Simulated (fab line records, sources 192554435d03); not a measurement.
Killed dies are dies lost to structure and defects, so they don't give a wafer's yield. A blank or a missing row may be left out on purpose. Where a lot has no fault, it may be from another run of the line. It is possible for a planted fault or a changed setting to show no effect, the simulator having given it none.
Chamber matching / flow n5 finfet / N5_BEOL_M7_ETCH_62 on rie diel-03: 4 sister chambers
The step etches SOC in N2/H2, target depth 110 nm, overetch 22 nm, time 165 s. 4 wafers are shown with their chamber, then 10 later ones without.

## EACH WAFER AND ITS CHAMBER
wafer=L082.6; chamber=0; drypump motor current A (A)=5.8
wafer=L088.6; chamber=1; drypump motor current A (A)=4.9
wafer=L086.2; chamber=3; drypump motor current A (A)=5.9
wafer=L086.3; chamber=2; drypump motor current A (A)=6.0

## WAFERS MISSING THEIR CHAMBER
wafer=L086.6; drypump motor current A (A)=5.8
wafer=L092.2; drypump motor current A (A)=5.8
wafer=L092.3; drypump motor current A (A)=6.0
wafer=L092.6; drypump motor current A (A)=5.7
wafer=L094.2; drypump motor current A (A)=4.9
wafer=L094.3; drypump motor current A (A)=5.9
wafer=L094.4; drypump motor current A (A)=6.0
wafer=L097.2; drypump motor current A (A)=5.9
wafer=L097.4; drypump motor current A (A)=6.0
wafer=L097.5; drypump motor current A (A)=5.9

## CHAMBER TAKEN BY EACH
wafer=L086.6; from the rows above=0; in truth=0
wafer=L092.2; from the rows above=0; in truth=0
wafer=L092.3; from the rows above=2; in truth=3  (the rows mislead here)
wafer=L092.6; from the rows above=0; in truth=0
wafer=L094.2; from the rows above=1; in truth=1
wafer=L094.3; from the rows above=3; in truth=3
wafer=L094.4; from the rows above=2; in truth=2
wafer=L097.2; from the rows above=3; in truth=3
wafer=L097.4; from the rows above=2; in truth=2
wafer=L097.5; from the rows above=3; in truth=3
Placed correctly: 9 of 10. Can't be placed from these rows: 0. 1 placed wrongly.
How it was worked out, from the rows above alone: a wafer's distance from a chamber is the root of the sum, over the readings, of the square of ((its reading less the chamber's mean) divided by the reading's scatter). If the next closest chamber is less than 2 further off than the closest, the wafer can't be placed; otherwise it belongs to the closest. Each chamber's mean is taken over the wafers shown for it. The scatter (one wafer shown for each chamber): square how far every hidden wafer sits from the nearest shown wafer, average those squares and take the square root.
